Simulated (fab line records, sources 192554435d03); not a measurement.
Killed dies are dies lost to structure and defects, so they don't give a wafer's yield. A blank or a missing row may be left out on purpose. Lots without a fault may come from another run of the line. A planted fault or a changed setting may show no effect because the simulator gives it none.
fab line records | flow n5_finfet
record lots=3 wafers=9 last_day=16
route steps=1938 shown DUMMY_REMOVAL@377 HKMG_FIN@385 BEOL_M4@1111 PASSIVATION@1936
lots that met no fault: from a run of the same line without faults
start_h: hours from the record's first day to the start of the lot's first wafer shown | wait_h: hours since the lot's step before | " the same as in the row above | L1.1+2: a row that stands for several wafers | - no value, or no start given | * or withheld: withheld | < > ~ a bound
route shown NAME@n: a module of which the file shows steps, and the number in the route of the first | usual: mean/standard deviation of fault-free wafers | same: alike in all rows | chamber/n: place in a boat | sites: the reading at each site | _std_site: their standard deviation | _edge_site: outer sites' mean less inner sites' | radius_mm: how far each site lies from the wafer's centre | mask NAME#n: copy n | behind: the tool/chamber that last shaped the wafer | hold: why the lot was held/for how many hours/how that ended | device: the transistor (n, p or np) that didn't switch | end of line: the same wafers' tests at the end of the route | a step without rows: its recipe alone | killed: dies lost to structure and defects at the first sort, not the wafer's yield | map: a wafer's dies, x killed, . not, _ none there
set.NAME: the setting as run; set.NAME@STEP: as run at that earlier step | model.NAME: the simulator's own value behind a step, which no gauge read
lots at some steps of the route; a table a step, a row a wafer
services: from which hour (start_h, from the record's first day; less than 0 if before it) a tool's chamber was out of use, for how many hours, and why
## steps
# step N5_DUMMY_REMOVAL_HM_STRIP_01
# recipe chemistry=CH3F/O2 material=SiNx target_depth_a=40 stop_on=poly-Si time_s=6.8 over_etch_frac=0.3 ion_energy_ev=60 power_w=410 bias_w=29 Ar_flow_sccm=150 CH3F_flow_sccm=30 O2_flow_sccm=20
# step N5_DUMMY_REMOVAL_STRIP_10
# recipe chemistry=N2/H2 time_s=40 power_w=100 temp_c=40 pressure_mtorr=100 rf_frequency_hz=6e+07 bias_power_w=3 n2_flow_sccm=300 h2_flow_sccm=300
# step N5_DUMMY_REMOVAL_PRECLEAN_07
# recipe chemistry=dHF time_s=30 temp_c=25 dilution=withheld
# step N5_DUMMY_REMOVAL_DUMMY_REMOVE_02
# recipe chemistry=TMAH temp_c=70 target=poly-Si stop_on=SiO2 target_depth_nm=142 conc_wt_pct=5 time_s=57 dry=ipa_marangoni rinse_time_s=30 rinse_temp_c=23
# step N5_DUMMY_REMOVAL_PRECLEAN_08
# recipe chemistry=NF3:NH3 afs_cycles=2 temp_c=30 time_s=20 sublimation_temp_c=180 sublimation_time_s=60 pressure_torr=3 rf_power_w=30
# step N5_DUMMY_REMOVAL_PRECLEAN_04
# recipe chemistry=DHF time_s=37 temp_c=25 dilution=500:1
# step N5_DUMMY_REMOVAL_SRD_05
# recipe dry=ipa_marangoni do_ppb=5 time_s=30 temp_c=23 rinse_liquid=diw
# step N5_HKMG_FIN_IL_REGROW_00
# recipe material=SiO2 target_thk_a=7.5 chemistry=O3 temp_c=withheld time_s=30
# step N5_HKMG_FIN_HK_ALD_01
# recipe material=HfO2 target_thk_a=16 temp_c=withheld ald_precursor_family=HfCl4 ald_co_reactant=H2O pulse_time_s=3 purge_time_s=3 co_reactant_purge_time_s=2.5 co_reactant_pulse_time_s=0.3 ald_cycles=30
# step N5_HKMG_FIN_HK_ANNEAL_02
# recipe temp_c=700 time_s=30 ambient=N2 idle_temp_c=600 ramp_up_c_per_s=150 ramp_down_c_per_s=60 cool_to_c=600
# step N5_HKMG_FIN_ALD_74
# recipe material=La2O3 target_thk_a=5 temp_c=250 ald_precursor_family=La-Cp ald_co_reactant=O3 pulse_time_s=6 co_reactant_pulse_time_s=1 purge_time_s=3 co_reactant_purge_time_s=3
# usual heater_power_w=342/38 precursor_pulse_height_rel=0.999/0.019
# columns lot.wafer tool chamber start_h wait_h heater_power_w precursor_pulse_height_rel
L235.1 ald_hk-03 2 90.68 0.2 329 0.963
L235.4 " 1 " " 343 0.990
L235.6 " 1 " " 349 0.986
L248.1 ald_hk-03 3 165.83 0.2 339 0.999
L248.5 " 2 " " 332 1.029
L248.6 " 1 " " 340 1.019
L252.1 ald_hk-02 1 190.80 0.2 408 1.000
L252.5 " 1 " " 403 1.016
L252.6 " 0 " " 361 1.010
# step N5_HKMG_FIN_ALD_75
# recipe material=Al2O3 target_thk_a=10 temp_c=150 ald_precursor_family=TMA ald_co_reactant=H2O pulse_time_s=withheld co_reactant_pulse_time_s=1
# step N5_HKMG_FIN_COAT_41
# recipe resist=SOC temp_c=250 time_s=60 spin_rpm=1500 resist_thk_nm=300
# step N5_HKMG_FIN_COAT_42
# recipe resist=SiARC temp_c=220 time_s=60 spin_rpm=1500 resist_thk_nm=35
# step N5_HKMG_FIN_COAT_43
# recipe resist=CAR-ArF spin_rpm=1500 resist_thk_nm=90
# step N5_HKMG_FIN_EBR_45
# recipe solvent=PGMEA ebr_width_mm=1.5
# step N5_HKMG_FIN_SOFTBAKE_44
# recipe temp_c=110 time_s=60 resist=CAR-ArF
# step N5_HKMG_FIN_EXPOSE_46
# recipe mask_id=NDIPOLE na=1.35 source_shape=conventional sigma_outer=0.8 polarization=unpolarized dose_mj=40
# step N5_HKMG_FIN_PEB_47
# recipe peb_temp_c=withheld peb_time_s=60 resist=CAR-ArF
# step N5_HKMG_FIN_DEVELOP_48
# recipe develop_time_s=30 developer=TMAH resist=CAR-ArF rinse_liquid=diw dry=air_spin dev_temp_c=23
# step N5_HKMG_FIN_DESCUM_53
# recipe chemistry=O2 time_s=7.9 source_power_w=50 bias_power_w=20 pressure_mtorr=20 rf_frequency_hz=2.712e+07 temp_c=40 resist=CAR-ArF o2_flow_sccm=225
# step N5_HKMG_FIN_ETCH_54
# recipe chemistry=CF4 target=SiARC target_depth_a=455 mask_material=CAR-ArF time_s=75.8 ion_energy_ev=80 pressure_mtorr=40 source_w=545 bias_w=36 Ar_flow_sccm=100 cf4_flow_sccm=100 ends=cleared
# step N5_HKMG_FIN_ETCH_55
# recipe chemistry=N2/H2 target=SOC target_depth_a=2400 temp_c=40 time_s=300 ion_energy_ev=200 mask_material=SiARC pressure_mtorr=30 source_w=840 bias_w=150 n2_flow_sccm=200 h2_flow_sccm=200
# step N5_HKMG_FIN_STRIP_56
# recipe chemistry=N2/H2 temp_c=40 n2_flow_sccm=200 h2_flow_sccm=200 rf_frequency_hz=6e+07
# step N5_HKMG_FIN_STRIP_57
# recipe chemistry=CF4 resist=SiARC power_w=300 bias_power_w=75 pressure_mtorr=50 cf4_flow_sccm=150 rf_frequency_hz=6e+07
# step N5_HKMG_FIN_ETCH_58
# recipe chemistry=N2/H2 target=SOC target_depth_a=2158 ion_energy_ev=50 bias_w=13 time_s=741 pressure_mtorr=30 source_w=875 n2_flow_sccm=200 h2_flow_sccm=200
# step N5_HKMG_FIN_STRIP_93
# recipe chemistry=N2/H2 material=SOC time_s=20 power_w=500 temp_c=40 pressure_mtorr=50 rf_frequency_hz=6e+07 bias_power_w=8 h2_frac=0.5 n2_flow_sccm=300 h2_flow_sccm=300
# step N5_HKMG_FIN_WET_ETCH_76
# recipe chemistry=dNH4OH mix=1:50 temp_c=25 target=Al2O3 stop_on=La2O3 target_depth_nm=2.25 dry=ipa_marangoni rinse_time_s=30 rinse_temp_c=23
# step N5_HKMG_FIN_STRIP_60
# recipe chemistry=N2/H2 power_w=2500 temp_c=300 h2_frac=0.65 time_s=360 pressure_mtorr=withheld n2_flow_sccm=1750 h2_flow_sccm=3250
# step N5_HKMG_FIN_WET_ETCH_77
# recipe chemistry=dHCl mix=1:10000 temp_c=25 target=La2O3 stop_on=HfO2 target_depth_nm=2
# step N5_HKMG_FIN_WET_ETCH_78
# recipe chemistry=dNH4OH mix=1:50 temp_c=25 target=Al2O3 stop_on=La2O3 target_depth_nm=4.5 dry=ipa_marangoni rinse_time_s=30 rinse_temp_c=23
# step N5_HKMG_FIN_ALD_79
# recipe material=TiN target_thk_a=15 temp_c=400 ald_precursor_family=TiCl4 ald_co_reactant=NH3 pulse_time_s=1 purge_time_s=3 co_reactant_purge_time_s=2 co_reactant_pulse_time_s=2 ald_cycles=68 pressure_torr=3
# step N5_HKMG_FIN_CVD_62
# recipe material=a-Si target_thk_a=30 temp_c=500 precursor=Si2H6 pressure_torr=1 time_s=20.8
# step N5_HKMG_FIN_RTA_80
# recipe temp_c=withheld time_s=2 ambient=N2 idle_temp_c=600 ramp_up_c_per_s=150 ramp_down_c_per_s=60 cool_to_c=600
# step N5_HKMG_FIN_PRECLEAN_64
# recipe chemistry=dHF time_s=30 temp_c=25 dilution=withheld
# step N5_HKMG_FIN_WET_ETCH_65
# recipe chemistry=TMAH temp_c=70 conc_wt_pct=5 target=a-Si stop_on=TiN time_s=49 target_depth_nm=3
# step N5_HKMG_FIN_WET_ETCH_81
# recipe chemistry=SC1 target=TiN stop_on=HfO2 mix=1:1:5 temp_c=60 time_s=57 target_depth_nm=6
# step N5_BEOL_M4_RC_MEAS_101
# usual DIBL_N=36.5/1.4 DIBL_P=36.9/1.7 IOFF_N=0.163/0.023 IOFF_P=0.22/0.032 IOFF_P_85C=3.8/0.46 IOFF_P_LIN=0.102/0.012 IOFF_P_LONG=0.000104/8.6e-06 ION_N=673/9 ION_P=462/7.5 SS_N=71.6/0.54 SS_P=73.4/0.62 VT_N=249.8/2.8 VT_N_LVT=98.5/2.6 VT_P=-250/3.5 VT_P_LONG=-275.5/3
# columns lot.wafer tool chamber start_h wait_h DIBL_N[mV/V] DIBL_P[mV/V] IOFF_N[nA/um] IOFF_P[nA/um] IOFF_P_85C[nA/um] IOFF_P_LIN[nA/um] IOFF_P_LONG[nA/um] ION_N[uA/um] ION_P[uA/um] SS_N[mV/dec] SS_P[mV/dec] VT_N[mV] VT_N_LVT[mV] VT_P[mV] VT_P_LONG[mV]
L235.1 prober-01 0 185.89 0.0 37.2 38.9 0.186 0.26 4.5 0.117 0.000107 674 467 71.8 74.9 249.9 99.1 -246 -276.8
L235.4 " 0 " " 37.2 39.2 0.184 0.26 4.4 0.116 0.000107 680 470 71.3 74.1 250.4 96.8 -247 -276.5
L235.6 " 0 " " 37.4 38.4 0.177 0.25 4.2 0.112 0.000106 670 461 71.5 74.5 248.7 99.4 -246 -274.2
L248.1 prober-02 0 272.75 0.0 37.6 38.5 0.189 0.23 4.1 0.108 0.000112 686 463 72.4 73.5 245.7 95.5 -251 -271.7
L248.5 " 0 " " 35.5 35.7 0.147 0.20 3.5 0.097 0.000111 657 456 71.5 72.8 249.1 99.8 -250 -272.9
L248.6 " 0 " " 38.1 37.6 0.191 0.09 1.8 0.041 6.3e-05 664 414 72.3 73.9 246.6 69.1 -278 -300.9
L252.1 prober-02 0 282.12 0.0 34.8 36.2 0.133 0.17 3.2 0.083 9.4e-05 662 451 70.5 73.5 252.7 103.4 -255 -278.1
L252.5 " 0 " " 34.5 36.6 0.137 0.17 3.2 0.083 9.6e-05 670 450 70.9 73.3 251.2 101.6 -252 -279.9
L252.6 " 0 " " 34.7 36.0 0.135 0.16 3.1 0.081 9.2e-05 663 451 71.5 72.9 251.8 102.5 -258 -280.6
# step N5_PASSIVATION_PROBE_49
# usual defect_limited_yield=91.2/1.4 killed_at_M0_to_M3=35/11 killed_at_M4_up=12/4.2 killed_at_contacts=13/5.6 killed_at_front_end=40/12 killed_at_other=3.3/2.6 killed_dies=103/17 killed_open=68/12 killed_short=34/7.6 sort_bin_5_function=5.1/0.95 sort_bin_6_memory=3.3/0.68 sort_bin_8_speed=0.00/0.007 sort_n_pass=1077/17 sort_yield_pct=91.2/1.4
# same gross_dies=1180 killed_at_back_side=0 sort_bin_4_leakage[%]=0
# columns lot.wafer tool chamber start_h wait_h defect_limited_yield[%] killed_at_M0_to_M3 killed_at_M4_up killed_at_contacts killed_at_front_end killed_at_other killed_dies killed_open killed_short sort_bin_5_function[%] sort_bin_6_memory[%] sort_bin_8_speed[%] sort_n_pass sort_yield_pct[%]
L235.1 prober-01 - 286.72 0.0 90.7 47 6 12 45 0 110 78 29 6.3 2.5 0 1070 90.7
L235.4 prober-01 - 286.87 0.2 91.0 35 12 9 49 1 106 66 39 5.3 3.2 0 1074 91.0
L235.6 prober-01 - 286.97 0.3 92.2 36 12 11 33 0 92 60 31 4.2 3.4 0 1088 92.2
L248.6 prober-02 - 374.99 0.3 91.2 47 15 10 29 3 104 68 36 5.4 3.2 89.41 21 1.8
# killed by level:class
L235.1 BEOL_M1:geometric_particle:open=13 BEOL_M0_SAQP:geometric_particle:open=13 MOL_CONTACT_COAG:geometric_particle:open=10 FIN_SAQP:geometric_particle:open=9 DUMMY_GATE:geometric_particle:open=9 FIN_SAQP:geometric_particle:short=8 BEOL_M0_SAQP:geometric_particle:short=7 STI_FIN_REVEAL:geometric_particle:open=6
L235.4 FIN_SAQP:geometric_particle:open=12 BEOL_M0_SAQP:geometric_particle:short=12 BEOL_M0_SAQP:geometric_particle:open=11 FIN_SAQP:geometric_particle:short=10 STI_FIN_REVEAL:geometric_particle:open=7 MOL_CONTACT_COAG:geometric_particle:open=6 BEOL_M4:geometric_particle:open=6 STARTING-WAFER:geometric_particle:open=5
L235.6 MOL_CONTACT_COAG:geometric_particle:open=10 FIN_SAQP:geometric_particle:short=8 BEOL_M0_SAQP:geometric_particle:short=8 BEOL_M1:geometric_particle:open=8 STI_FIN_REVEAL:geometric_particle:open=7 GATE_CUT:geometric_particle:short=6 BEOL_M2:geometric_particle:open=6 BEOL_M4:geometric_particle:open=6
L248.6 BEOL_M1:geometric_particle:open=13 BEOL_M0_SAQP:geometric_particle:open=9 BEOL_M3:geometric_particle:open=9 MOL_CONTACT_COAG:geometric_particle:open=8 BEOL_M0_SAQP:geometric_particle:short=7 GATE_CUT:geometric_particle:short=6 FIN_SAQP:geometric_particle:short=5 FIN_SAQP:geometric_particle:open=5
# map L248.6 (x killed, . not)
_________________....x.......________________
______________..x..........x...._____________
___________..xx..x...x.............__________
__________.......................x.._________
________..x............x.........x...._______
_______............x.x...xxx...........______
______x.................x..x............_____
_____..x................x..x.............____
____....................x.....xx.x........___
___.............................x......x...__
___.......x..x.............................__
__..................x.....x...x.....x......._
__........x....x.....x.................x...._
_...xx...........................x...........
_x........x.....x.........x.....x.....x......
_..x..............................x..x.......
_...x..x...x..x..........x.............xx....
_............x...............................
_.....x....................x..............x..
_......x................x.x..................
_.x..........x........xx...............x.....
__.....x...............x.........x..x......._
__......x.....x............x................_
___..................x...................x.__
___x................x........xx........x...__
____...............................x.....x___
_____..........x...x...................x.____
______..............x.x...x............._____
_______...............x.........x......______
________..x........xx.x.........x....._______
__________....x....................._________
___________....x...................__________
______________.x.........x......_____________
_________________x...x.......________________
# map L235.1 (x killed, . not)
_________________............________________
______________..........x......._____________
___________.x..x.....x....x........__________
__________................x........._________
________x..............x.............._______
_______.xx..............x.......x......______
______.......x..........x..............._____
_____....x......x.x...........xx.........____
____...........x.............x..x.........___
___......xx........................x.......__
___............x.......x.....x..x..........__
__..x...........x.............x.x..........._
__.....x.........x...x......................_
_..x....................x.........xx...x.....
_.....................x..........x...x.x..x.x
_....................................x.x...x.
_..................x......x.xx..........x....
_.................x....x.......x...........x.
_..............x.x...........x.........x.....
_........x.....................x.............
_..........x.......................x.........
__.x..x...........x...x...x................._
__........................x................._
___..x.............................xx.x....__
___.............x.....x.x......x...........__
____....xx...............x..x.............___
_____.x.....x.......................x....____
______............xx...............x...._____
_______.......x..........x..xx.....x.xx______
________...................x..xx....x._______
__________...x...............x......_________
___________..x.................x..x__________
______________.....x............_____________
_________________..xx........________________
## services
# columns tool chamber start_h hours kind
ald_hk-03 - 92.02 6.0 pm
## key
first_sign step=N5_BEOL_M4_RC_MEAS_101 reading=VT_N_LVT direction=down sigmas=11 usual=98.5 struck=69.1
effect step=N5_BEOL_M4_RC_MEAS_101 reading=VT_P_LONG direction=down sigmas=8.5 usual=-275.5 struck=-300.9
effect step=N5_BEOL_M4_RC_MEAS_101 reading=VT_P direction=down sigmas=8 usual=-250 struck=-278
effect step=N5_BEOL_M4_RC_MEAS_101 reading=ION_P direction=down sigmas=6.3 usual=462 struck=414
effect step=N5_BEOL_M4_RC_MEAS_101 reading=IOFF_P_LIN direction=down sigmas=5 usual=0.102 struck=0.041
effect step=N5_BEOL_M4_RC_MEAS_101 reading=IOFF_P_LONG direction=down sigmas=4.8 usual=0.000104 struck=6.3e-05
effect step=N5_BEOL_M4_RC_MEAS_101 reading=IOFF_P_85C direction=down sigmas=4.4 usual=3.8 struck=1.8
effect step=N5_BEOL_M4_RC_MEAS_101 reading=IOFF_P direction=down sigmas=4.1 usual=0.22 struck=0.09
effect step=N5_PASSIVATION_PROBE_49 reading=sort_bin_8_speed direction=up sigmas=99+ usual=0.00 struck=89.41
met_at N5_HKMG_FIN_ALD_74
struck_wafers L248.6
onset_between 90.68 165.83
fault kind=process_parameter_drift tool=ald_hk-03 chamber=1 onset_h=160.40 steps=N5_HKMG_FIN_ALD_74 channel=target_thk_a offset=* shape=step end_h=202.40 acts_in=* stated=*
